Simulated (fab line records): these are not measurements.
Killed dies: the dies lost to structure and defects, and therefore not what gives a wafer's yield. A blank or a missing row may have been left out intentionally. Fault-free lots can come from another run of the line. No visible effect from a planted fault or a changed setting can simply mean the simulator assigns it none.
Split-lot experiment    flow n5Finfet    route with 1938 steps; 7 lots, 21 wafers read

ON THE SPLIT
At N5_BEOL_M7_ETCH_61 (etches SiARC in CF4, target depth 45.5 nm, time 75.8 s), the setting sourceW was moved away from the recipe's 545 W on 7 of the 21 wafers read, by -14.6% to +16.1%. The other wafers ran this setting at the recipe's value.

The reading is taken at the split's own step.

THE READING
rfVppV, in V, at N5_BEOL_M7_ETCH_61 (etches SiARC in CF4, target depth 45.5 nm, time 75.8 s). Fault-free wafers of this fab line usually give 184.1 V, standard deviation 1.1 V.

wafer   tool, chamber at the split  sourceW as run, W  against the recipe  rfVppV, V  against lot-mates on the recipe
L077.2  rieDiel-06, 3               545                recipe              184.3      -
L077.3  rieDiel-06, 0               478.8              -12.1%              193.0      +8.7
L077.5  rieDiel-06, 0               478.8              -12.1%              193.3      +9.0
L078.2  rieDiel-06, 3               632.5              +16.1%              173.9      -10.6
L078.3  rieDiel-06, 2               632.5              +16.1%              173.5      -11.0
L078.5  rieDiel-06, 1               545                recipe              184.5      -
L080.2  rieDiel-06, 3               545                recipe              182.1      -
L080.3  rieDiel-06, 2               545                recipe              182.0      -
L080.4  rieDiel-06, 1               545                recipe              184.5      -
L079.3  rieDiel-04, 2               545                recipe              185.2      -
L079.4  rieDiel-04, 3               545                recipe              182.6      -
L079.6  rieDiel-04, 2               545                recipe              184.4      -
L086.1  rieDiel-04, 0               545                recipe              184.6      -
L086.2  rieDiel-04, 2               630.9              +15.8%              173.7      -11.4
L086.3  rieDiel-04, 3               545                recipe              185.6      -
L090.3  rieDiel-04, 3               545                recipe              185.1      -
L090.5  rieDiel-04, 0               545                recipe              185.8      -
L090.6  rieDiel-04, 3               545                recipe              185.4      -
L091.1  rieDiel-06, 0               545                recipe              185.1      -
L091.4  rieDiel-06, 2               465.6              -14.6%              193.9      +8.8
L091.6  rieDiel-06, 2               465.6              -14.6%              192.8      +7.7

FIT RESULTS
A straight line over all 21 wafers: rfVppV changes by -0.664 V for each +1% of sourceW; r = -0.98; the points scatter about the line by 1.1 V.
The same after taking each lot's own level away (the mean of its wafers on the recipe; 21 wafers): -0.662 V for each +1%; r = -0.99; scatter 0.89 V.
Per that fit: largest sourceW move, reading shift of 11 V.
Measured against the standard deviation above, the lots' own levels, which go from 182.87 to 185.43 V, span 2.3 times it.
Consequently the slope shifts little with the lot-to-lot level, the two slopes agreeing.
Check: with one of the wafers moved furthest among these (+16.1%) left out of the fit, the line predicts -10.8 V for it against its lot-mates. It came out at -10.6 V against them.
Tool readings at the split's step, against how far the setting was moved: etchRfOnTimeS r = -0.96; rfVppV r = -0.98.

FURTHER SPLITS ON THESE WAFERS
These wafers also went through other splits before the reading. Each is held against what the fit with the lots' levels taken away leaves over:
other split on the same wafers   wafers away from the commonest value  r with rfVppV (lot level and that fit taken away)
N5_BEOL_M5_ILD_DEP_00 timeS      7                                     +0.27
N5_BEOL_M5_HM_DEP_02 targetThkA  6                                     -0.28
N5_BEOL_M6_HM_DEP_02 targetThkA  7                                     +0.25
N5_BEOL_M6_COAT_05 spinRpm       10                                    -0.07
N5_BEOL_M7_EXPOSE_08 doseMj      8                                     -0.12

THE WHOLE CHAIN: every reading that the file lists as answering this split, in the file's order
step                what it does                                            reading        change (the file's fit)               r (the file's)
N5_BEOL_M7_ETCH_61  etches SiARC in CF4, target depth 45.5 nm, time 75.8 s  etchRfOnTimeS  withheld for each +1% of the setting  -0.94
N5_BEOL_M7_ETCH_61  etches SiARC in CF4, target depth 45.5 nm, time 75.8 s  rfVppV         -0.668 V for each +1% of the setting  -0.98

FILE'S OWN FIT
rfVppV changes by -0.668 V for each +1% of sourceW, r = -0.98.
